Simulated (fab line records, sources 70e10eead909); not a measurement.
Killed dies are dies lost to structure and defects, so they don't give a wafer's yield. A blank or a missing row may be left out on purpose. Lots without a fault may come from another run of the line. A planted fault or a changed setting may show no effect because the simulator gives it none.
Which tool did it? | flow nand_harc | 24 lots, 72 wafers sampled, at 6 steps of a route of 1159

WHAT THE GAUGES READ, wafer by wafer
The record holds no reading of a measuring or inspecting step that can be judged against a usual standard deviation.

WHICH TOOL RAN EACH LOT (tool, then ch and the chambers of the sampled wafers, then the start)
lot  | NHARC_A_CHANNEL_FILL_D1_ETCHBACK_08           | NHARC_A_STAIRCASE_ETCH_19                     | NHARC_A_STAIRCASE_STRIP_254          | NHARC_A_STAIRCASE_ETCH_292         | NHARC_A_STAIRCASE_ETCH_294                    | NHARC_A_STAIRCASE_ETCH_444
L075 | rie_diel-06 ch 0,1,2, day 11 06:11 or earlier | rie_diel-10 ch 1,2, day 11 06:11 or earlier   | plasma_asher-02 ch 0,1, day 11 06:11 | rie_diel-10 ch 1,2,3, day 11 09:58 | rie_diel-10 ch 2,3, day 13 06:00 or earlier   | rie_diel-13 ch 0,1,2, day 13 06:00
L074 | rie_diel-06 ch 1,2, day 11 07:13 or earlier   | rie_diel-13 ch 0,1,2, day 11 07:13 or earlier | plasma_asher-02 ch 0, day 11 07:13   | rie_diel-10 ch 2,3, day 11 12:18   | rie_diel-10 ch 1,2,3, day 13 11:02 or earlier | rie_diel-10 ch 0,1,3, day 13 11:02
L077 | rie_diel-07 ch 0,3, day 11 22:56 or earlier   | rie_diel-11 ch 0,1,3, day 11 22:56 or earlier | plasma_asher-02 ch 0,1, day 11 22:56 | rie_diel-11 ch 0,3, day 12 03:55   | rie_diel-11 ch 1,2,3, day 14 01:40 or earlier | rie_diel-10 ch 0,2, day 14 01:40
L076 | rie_diel-06 ch 0,2,3, day 12 01:31 or earlier | rie_diel-10 ch 1,2,3, day 12 01:31 or earlier | plasma_asher-02 ch 0,1, day 12 01:31 | rie_diel-10 ch 0,2,3, day 12 05:10 | rie_diel-10 ch 0,3, day 14 01:59 or earlier   | rie_diel-13 ch 0,3, day 14 01:59
L078 | rie_diel-07 ch 0,1,2, day 12 06:53 or earlier | rie_diel-11 ch 0,2,3, day 12 06:53 or earlier | plasma_asher-01 ch 0,1, day 12 06:53 | rie_diel-11 ch 1,2,3, day 12 13:25 | rie_diel-11 ch 0,1, day 14 17:32 or earlier   | rie_diel-11 ch 1,3, day 14 17:32
L080 | rie_diel-12 ch 0,1,3, day 12 20:21 or earlier | rie_diel-10 ch 2,3, day 12 20:21 or earlier   | plasma_asher-02 ch 0,1, day 12 20:21 | rie_diel-11 ch 0,1,3, day 12 23:55 | rie_diel-11 ch 0,3, day 15 02:44 or earlier   | rie_diel-13 ch 0,1,2, day 15 02:44
L079 | rie_diel-07 ch 0,1,2, day 12 16:44 or earlier | rie_diel-13 ch 1,2,3, day 12 16:44 or earlier | plasma_asher-02 ch 0,1, day 12 16:44 | rie_diel-11 ch 0,3, day 12 20:35   | rie_diel-11 ch 0,2,3, day 15 02:49 or earlier | rie_diel-11 ch 1,2, day 15 02:49
L083 | rie_diel-06 ch 0,1,3, day 13 05:58 or earlier | rie_diel-10 ch 0,1,3, day 13 05:58 or earlier | plasma_asher-01 ch 0,1, day 13 05:58 | rie_diel-11 ch 1,2,3, day 13 09:50 | rie_diel-11 ch 0,1,3, day 15 10:30 or earlier | rie_diel-13 ch 1,2,3, day 15 10:30
L082 | rie_diel-07 ch 0,1,2, day 13 05:41 or earlier | rie_diel-11 ch 0,1,3, day 13 05:41 or earlier | plasma_asher-01 ch 0,1, day 13 05:41 | rie_diel-13 ch 2,3, day 13 09:40   | rie_diel-13 ch 0,2,3, day 15 10:23 or earlier | rie_diel-11 ch 2,3, day 15 10:23
L081 | rie_diel-06 ch 0,1,2, day 13 08:30 or earlier | rie_diel-11 ch 0,1,2, day 13 08:30 or earlier | plasma_asher-01 ch 0,1, day 13 08:30 | rie_diel-10 ch 0,1,2, day 13 15:55 | rie_diel-10 ch 0,2,3, day 15 21:32 or earlier | rie_diel-11 ch 0,2,3, day 15 21:32
L084 | rie_diel-06 ch 1,2,3, day 13 18:08 or earlier | rie_diel-13 ch 0,2,3, day 13 18:08 or earlier | plasma_asher-01 ch 0,1, day 13 18:08 | rie_diel-11 ch 1,2,3, day 14 03:04 | rie_diel-11 ch 1,2,3, day 16 04:08 or earlier | rie_diel-11 ch 0,2,3, day 16 04:08
L085 | rie_diel-07 ch 1,2,3, day 13 15:59 or earlier | rie_diel-11 ch 0,1, day 13 15:59 or earlier   | plasma_asher-01 ch 0,1, day 13 15:59 | rie_diel-11 ch 0,2,3, day 13 23:02 | rie_diel-11 ch 1,2,3, day 15 21:28 or earlier | rie_diel-13 ch 1,2,3, day 15 21:28
L086 | rie_diel-06 ch 0,2,3, day 14 16:15 or earlier | rie_diel-10 ch 0,1, day 14 16:15 or earlier   | plasma_asher-02 ch 0,1, day 14 16:15 | rie_diel-11 ch 0,2, day 14 20:23   | rie_diel-11 ch 1,3, day 16 18:22 or earlier   | rie_diel-13 ch 0,1, day 16 18:22
L088 | rie_diel-12 ch 0,1,3, day 14 13:06 or earlier | rie_diel-11 ch 0,1,3, day 14 13:06 or earlier | plasma_asher-02 ch 0,1, day 14 13:06 | rie_diel-11 ch 0,1,3, day 14 16:52 | rie_diel-11 ch 0,2,3, day 16 18:35 or earlier | rie_diel-10 ch 0,2, day 16 18:35
L087 | rie_diel-07 ch 0,2,3, day 14 19:24 or earlier | rie_diel-13 ch 1,2, day 14 19:24 or earlier   | plasma_asher-02 ch 0,1, day 14 19:24 | rie_diel-13 ch 1,2, day 14 23:07   | rie_diel-13 ch 1,2,3, day 16 18:53 or earlier | rie_diel-11 ch 0,1,2, day 16 18:53
L090 | rie_diel-06 ch 1,2,3, day 15 02:44 or earlier | rie_diel-11 ch 1,2,3, day 15 02:44 or earlier | plasma_asher-02 ch 0,1, day 15 02:44 | rie_diel-11 ch 0,1,2, day 15 07:08 | rie_diel-11 ch 0,1,2, day 17 06:39 or earlier | rie_diel-11 ch 1,2,3, day 17 06:39
L089 | rie_diel-07 ch 0,1, day 15 02:55 or earlier   | rie_diel-10 ch 0,2, day 15 02:55 or earlier   | plasma_asher-01 ch 0,1, day 15 02:55 | rie_diel-13 ch 0,1,3, day 15 07:18 | rie_diel-13 ch 0,3, day 17 06:50 or earlier   | rie_diel-13 ch 1,2, day 17 06:50
L092 | rie_diel-06 ch 0,1,2, day 15 16:29 or earlier | rie_diel-10 ch 0,3, day 15 16:29 or earlier   | plasma_asher-01 ch 1, day 15 16:29   | rie_diel-13 ch 0,2,3, day 16 00:21 | rie_diel-13 ch 2,3, day 18 02:57 or earlier   | rie_diel-13 ch 0,1,3, day 18 02:57
L091 | rie_diel-07 ch 0,1,3, day 15 17:44 or earlier | rie_diel-10 ch 0,3, day 15 17:44 or earlier   | plasma_asher-02 ch 0,1, day 15 17:44 | rie_diel-13 ch 0,1,3, day 16 02:22 | rie_diel-13 ch 0,1, day 18 03:08 or earlier   | rie_diel-11 ch 0,1,2, day 18 03:08
L093 | rie_diel-06 ch 1,2, day 15 23:28 or earlier   | rie_diel-13 ch 0,3, day 15 23:28 or earlier   | plasma_asher-01 ch 0,1, day 15 23:28 | rie_diel-10 ch 2,3, day 16 07:56   | rie_diel-10 ch 0,1, day 18 07:31 or earlier   | rie_diel-10 ch 0,1,2, day 18 07:31
L094 | rie_diel-06 ch 0,1,2, day 16 22:28 or earlier | rie_diel-13 ch 0,1,3, day 16 22:28 or earlier | plasma_asher-02 ch 0,1, day 16 22:28 | rie_diel-13 ch 0,1,3, day 17 02:04 | rie_diel-13 ch 1,2,3, day 19 05:20 or earlier | rie_diel-11 ch 1,2,3, day 19 05:20
L096 | rie_diel-07 ch 1,2,3, day 17 05:43 or earlier | rie_diel-10 ch 1,2, day 17 05:43 or earlier   | plasma_asher-01 ch 0,1, day 17 05:43 | rie_diel-13 ch 0,1,3, day 17 09:32 | rie_diel-13 ch 0,1,2, day 19 05:04 or earlier | rie_diel-13 ch 1,2,3, day 19 05:04
L095 | rie_diel-06 ch 0,2,3, day 17 04:20 or earlier | rie_diel-13 ch 0,2, day 17 04:20 or earlier   | plasma_asher-01 ch 0,1, day 17 04:20 | rie_diel-11 ch 0,1, day 17 08:38   | rie_diel-11 ch 0,1, day 19 05:45 or earlier   | rie_diel-10 ch 0,2, day 19 05:45
L097 | rie_diel-06 ch 1,3, day 17 16:56 or earlier   | rie_diel-11 ch 0,1, day 17 16:56 or earlier   | plasma_asher-01 ch 0,1, day 17 16:56 | rie_diel-10 ch 1,3, day 17 20:37   | rie_diel-10 ch 2,3, day 20 01:25 or earlier   | rie_diel-11 ch 2,3, day 20 01:25
- NHARC_A_CHANNEL_FILL_D1_ETCHBACK_08: etches the open film in C4F8, target depth 220 nm, time 110 s.
- NHARC_A_STAIRCASE_ETCH_19: etches the open film in C4F8/O2, target depth 100 nm, time 40.5 s.
- NHARC_A_STAIRCASE_STRIP_254: strips in O2.
- NHARC_A_STAIRCASE_ETCH_292: etches the open film in CF4/CHF3.
- NHARC_A_STAIRCASE_ETCH_294: etches the open film in C4F8/O2/Ar, target depth 4992 nm, time 1212.4 s.
- NHARC_A_STAIRCASE_ETCH_444: etches the open film in C4F8/O2, target depth 10200 nm, time 3400 s.

WHAT THE TOOLS THEMSELVES READ (means of the sampled wafers that have a number; where no wafer has one, the mark that the record gives instead)
NHARC_A_CHANNEL_FILL_D1_ETCHBACK_08. Usual: oes_product_au 0.96 a.u., standard deviation 0.036; rf_vpp_V 441.3 V, standard deviation 2.6.
lot  | tool        | oes_product_au (a.u.) | rf_vpp_V (V) | flag
L075 | rie_diel-06 | 0.93                  | 441.7        |
L074 | rie_diel-06 | 0.93                  | 444.8        |
L077 | rie_diel-07 | 0.99                  | 441.4        |
L076 | rie_diel-06 | 0.92                  | 440.3        |
L078 | rie_diel-07 | 1.01                  | 440.6        |
L080 | rie_diel-12 | 0.99                  | 441.2        |
L079 | rie_diel-07 | 1.00                  | 440.9        |
L083 | rie_diel-06 | 1.00                  | 440.0        |
L082 | rie_diel-07 | 0.97                  | 439.8        |
L081 | rie_diel-06 | 1.00                  | 442.1        |
L084 | rie_diel-06 | 0.93                  | 442.5        |
L085 | rie_diel-07 | 0.96                  | 442.0        |
L086 | rie_diel-06 | 0.93                  | 441.5        |
L088 | rie_diel-12 | 0.99                  | 441.7        |
L087 | rie_diel-07 | 0.94                  | 441.4        |
L090 | rie_diel-06 | 0.93                  | 442.9        |
L089 | rie_diel-07 | 0.96                  | 440.7        |
L092 | rie_diel-06 | 0.96                  | 442.0        |
L091 | rie_diel-07 | 1.01                  | 442.3        |
L093 | rie_diel-06 | 1.00                  | 444.1        |
L094 | rie_diel-06 | 0.92                  | 442.5        |
L096 | rie_diel-07 | 0.93                  | 441.8        |
L095 | rie_diel-06 | 0.92                  | 440.6        |
L097 | rie_diel-06 | 0.93                  | 440.5        |

NHARC_A_STAIRCASE_ETCH_19. Usual: oes_product_au 0.940 a.u., standard deviation 0.014; rf_vpp_V 895 V, standard deviation 6.
lot  | tool        | oes_product_au (a.u.) | rf_vpp_V (V) | flag
L075 | rie_diel-10 | 0.935                 | 890          |
L074 | rie_diel-13 | 0.960                 | 893          |
L077 | rie_diel-11 | 0.935                 | 894          |
L076 | rie_diel-10 | 0.953                 | 892          |
L078 | rie_diel-11 | 0.936                 | 897          |
L080 | rie_diel-10 | 0.943                 | 897          |
L079 | rie_diel-13 | 0.954                 | 895          |
L083 | rie_diel-10 | 0.931                 | 896          |
L082 | rie_diel-11 | 0.933                 | 893          |
L081 | rie_diel-11 | 0.921                 | 894          |
L084 | rie_diel-13 | 0.951                 | 899          |
L085 | rie_diel-11 | 0.931                 | 895          |
L086 | rie_diel-10 | 0.942                 | 892          |
L088 | rie_diel-11 | 0.934                 | 893          |
L087 | rie_diel-13 | 0.919                 | 895          |
L090 | rie_diel-11 | 0.944                 | 893          |
L089 | rie_diel-10 | 0.952                 | 899          |
L092 | rie_diel-10 | 0.946                 | 902          |
L091 | rie_diel-10 | 0.931                 | 902          |
L093 | rie_diel-13 | 0.950                 | 900          |
L094 | rie_diel-13 | 0.953                 | 895          |
L096 | rie_diel-10 | 0.934                 | 896          |
L095 | rie_diel-13 | 0.949                 | 903          |
L097 | rie_diel-11 | 0.939                 | 893          |

NHARC_A_STAIRCASE_STRIP_254. Usual: drypump_motor_current_A 5.66 A, standard deviation 0.3; heater_power_w 322 W, standard deviation 28.
lot  | tool            | drypump_motor_current_A (A) | heater_power_w (W) | flag
L075 | plasma_asher-02 | 5.83                        | 326                |
L074 | plasma_asher-02 | 5.29                        | 340                |
L077 | plasma_asher-02 | 5.57                        | 336                |
L076 | plasma_asher-02 | 5.53                        | 334                |
L078 | plasma_asher-01 | 5.65                        | 330                |
L080 | plasma_asher-02 | 5.57                        | 331                |
L079 | plasma_asher-02 | 5.56                        | 332                |
L083 | plasma_asher-01 | 5.59                        | 305                |
L082 | plasma_asher-01 | 5.57                        | 306                |
L081 | plasma_asher-01 | 5.60                        | 307                |
L084 | plasma_asher-01 | 5.59                        | 306                |
L085 | plasma_asher-01 | 5.68                        | 333                |
L086 | plasma_asher-02 | 5.82                        | 325                |
L088 | plasma_asher-02 | 5.84                        | 321                |
L087 | plasma_asher-02 | 5.84                        | 323                |
L090 | plasma_asher-02 | 5.83                        | 321                |
L089 | plasma_asher-01 | 5.61                        | 303                |
L092 | plasma_asher-01 | 5.74                        | 356                |
L091 | plasma_asher-02 | 5.55                        | 332                |
L093 | plasma_asher-01 | 5.59                        | 305                |
L094 | plasma_asher-02 | 5.56                        | 329                |
L096 | plasma_asher-01 | 5.59                        | 305                |
L095 | plasma_asher-01 | 5.59                        | 302                |
L097 | plasma_asher-01 | 5.67                        | 326                |

NHARC_A_STAIRCASE_ETCH_292. Usual: cf4_flow_sccm 100.00 sccm, standard deviation 0.29; drypump_motor_current_A 5.7 A, standard deviation 0.48; oes_product_au 0.947 a.u., standard deviation 0.022; rf_vpp_V 370.3 V, standard deviation 2.5; showerhead_plenum_p_Torr 1.56 Torr, standard deviation 0.07; throttle_valve_pct 16.801 %, standard deviation 0.0099.
lot  | tool        | cf4_flow_sccm (sccm) | drypump_motor_current_A (A) | oes_product_au (a.u.) | rf_vpp_V (V) | showerhead_plenum_p_Torr (Torr) | throttle_valve_pct (%) | flag
L075 | rie_diel-10 | 100.12               | 6.0                         | 0.944                 | 369.2        | 1.54                            | 16.797                 |
L074 | rie_diel-10 | 99.67                | 5.7                         | 0.969                 | 370.1        | 1.56                            | 16.807                 |
L077 | rie_diel-11 | 99.95                | 6.0                         | 0.950                 | 370.7        | 1.58                            | 16.799                 |
L076 | rie_diel-10 | 100.01               | 5.9                         | 0.942                 | 371.3        | 1.60                            | 16.795                 |
L078 | rie_diel-11 | 99.71                | 5.9                         | 0.921                 | 369.5        | 1.54                            | 16.801                 |
L080 | rie_diel-11 | 100.05               | 5.7                         | 0.948                 | 369.8        | 1.54                            | 16.798                 |
L079 | rie_diel-11 | 100.46               | 5.9                         | 0.925                 | 370.4        | 1.56                            | 16.806                 |
L083 | rie_diel-11 | 99.87                | 5.9                         | 0.909                 | 370.3        | 1.54                            | 16.801                 |
L082 | rie_diel-13 | 100.06               | 5.1                         | 0.958                 | 369.3        | 1.54                            | 16.800                 |
L081 | rie_diel-10 | 100.31               | 6.1                         | 0.966                 | 368.8        | 1.54                            | 16.817                 |
L084 | rie_diel-11 | 100.04               | 5.9                         | 0.938                 | 369.8        | 1.54                            | 16.797                 |
L085 | rie_diel-11 | 100.02               | 6.2                         | 0.969                 | 370.2        | 1.58                            | 16.796                 |
L086 | rie_diel-11 | 99.93                | 6.2                         | 0.960                 | 371.8        | 1.59                            | 16.805                 |
L088 | rie_diel-11 | 99.88                | 5.7                         | 0.962                 | 370.2        | 1.54                            | 16.800                 |
L087 | rie_diel-13 | 99.82                | 5.5                         | 0.922                 | 370.2        | 1.57                            | 16.801                 |
L090 | rie_diel-11 | 99.86                | 5.9                         | 0.961                 | 369.0        | 1.55                            | 16.803                 |
L089 | rie_diel-13 | 100.01               | 5.3                         | 0.931                 | 370.4        | 1.57                            | 16.812                 |
L092 | rie_diel-13 | 100.02               | 5.2                         | 0.937                 | 371.0        | 1.60                            | 16.803                 |
L091 | rie_diel-13 | 100.16               | 5.2                         | 0.935                 | 370.8        | 1.57                            | 16.794                 |
L093 | rie_diel-10 | 100.00               | 5.9                         | 0.990                 | 371.5        | 1.58                            | 16.801                 |
L094 | rie_diel-13 | 100.02               | 5.3                         | 0.931                 | 370.7        | 1.56                            | 16.807                 |
L096 | rie_diel-13 | 100.07               | 5.3                         | 0.936                 | 369.9        | 1.56                            | 16.800                 |
L095 | rie_diel-11 | 100.50               | 5.5                         | 0.980                 | 368.4        | 1.51                            | 16.808                 |
L097 | rie_diel-10 | 100.01               | 6.1                         | 0.961                 | 372.8        | 1.63                            | 16.801                 |

NHARC_A_STAIRCASE_ETCH_294. Usual: oes_product_au 0.932 a.u., standard deviation 0.013; rf_vpp_V 1826 V, standard deviation 12.
lot  | tool        | oes_product_au (a.u.) | rf_vpp_V (V) | flag
L075 | rie_diel-10 | 0.928                 | 1824         |
L074 | rie_diel-10 | 0.935                 | 1820         |
L077 | rie_diel-11 | 0.916                 | 1822         |
L076 | rie_diel-10 | 0.926                 | 1836         |
L078 | rie_diel-11 | 0.918                 | 1818         |
L080 | rie_diel-11 | 0.943                 | 1826         |
L079 | rie_diel-11 | 0.928                 | 1828         |
L083 | rie_diel-11 | 0.923                 | 1821         |
L082 | rie_diel-13 | 0.944                 | 1833         |
L081 | rie_diel-10 | 0.937                 | 1831         |
L084 | rie_diel-11 | 0.927                 | 1821         |
L085 | rie_diel-11 | 0.934                 | 1821         |
L086 | rie_diel-11 | 0.942                 | 1815         |
L088 | rie_diel-11 | 0.929                 | 1826         |
L087 | rie_diel-13 | 0.930                 | 1823         |
L090 | rie_diel-11 | 0.940                 | 1822         |
L089 | rie_diel-13 | 0.944                 | 1823         |
L092 | rie_diel-13 | 0.942                 | 1820         |
L091 | rie_diel-13 | 0.940                 | 1837         |
L093 | rie_diel-10 | 0.928                 | 1842         |
L094 | rie_diel-13 | 0.935                 | 1822         |
L096 | rie_diel-13 | 0.931                 | 1834         |
L095 | rie_diel-11 | 0.935                 | 1822         |
L097 | rie_diel-10 | 0.952                 | 1823         |

NHARC_A_STAIRCASE_ETCH_444. Usual: oes_product_au 0.940 a.u., standard deviation 0.022; rf_vpp_V 807 V, standard deviation 5.3.
lot  | tool        | oes_product_au (a.u.) | rf_vpp_V (V) | flag
L075 | rie_diel-13 | 0.960                 | 811          |
L074 | rie_diel-10 | 0.927                 | 807          |
L077 | rie_diel-10 | 0.924                 | 806          |
L076 | rie_diel-13 | 0.990                 | 805          |
L078 | rie_diel-11 | 0.926                 | 803          |
L080 | rie_diel-13 | 0.975                 | 810          |
L079 | rie_diel-11 | 0.916                 | 805          |
L083 | rie_diel-13 | 0.942                 | 805          |
L082 | rie_diel-11 | 0.934                 | 806          |
L081 | rie_diel-11 | 0.920                 | 807          |
L084 | rie_diel-11 | 0.921                 | 807          |
L085 | rie_diel-13 | 0.918                 | 805          |
L086 | rie_diel-13 | 0.939                 | 808          |
L088 | rie_diel-10 | 0.971                 | 809          |
L087 | rie_diel-11 | 0.954                 | 806          |
L090 | rie_diel-11 | 0.966                 | 804          |
L089 | rie_diel-13 | 0.923                 | 808          |
L092 | rie_diel-13 | 0.943                 | 806          |
L091 | rie_diel-11 | 0.957                 | 805          |
L093 | rie_diel-10 | 0.926                 | 810          |
L094 | rie_diel-11 | 0.923                 | 804          |
L096 | rie_diel-13 | 0.925                 | 804          |
L095 | rie_diel-10 | 0.945                 | 805          |
L097 | rie_diel-11 | 0.921                 | 806          |

THE ANSWER, worked out from the rows above alone
Rule: a lot is off if the mean of its wafers that have a number lies more than 3 standard deviations from the usual mean. A lot without any number at a reading at which 4 lots or more have one is off too. The other lots that the step has rows for count as sound. The gauges are gone through in route order, then the tools' own readings, and for those a lot's mean is taken as printed above. The first step at which some lot is off is used, and at that step the reading that is off furthest; a lot without a number counts as furthest.
No lot is off at any reading shown: from this, nothing can be told.

WHAT THE SIMULATOR HAD PUT IN
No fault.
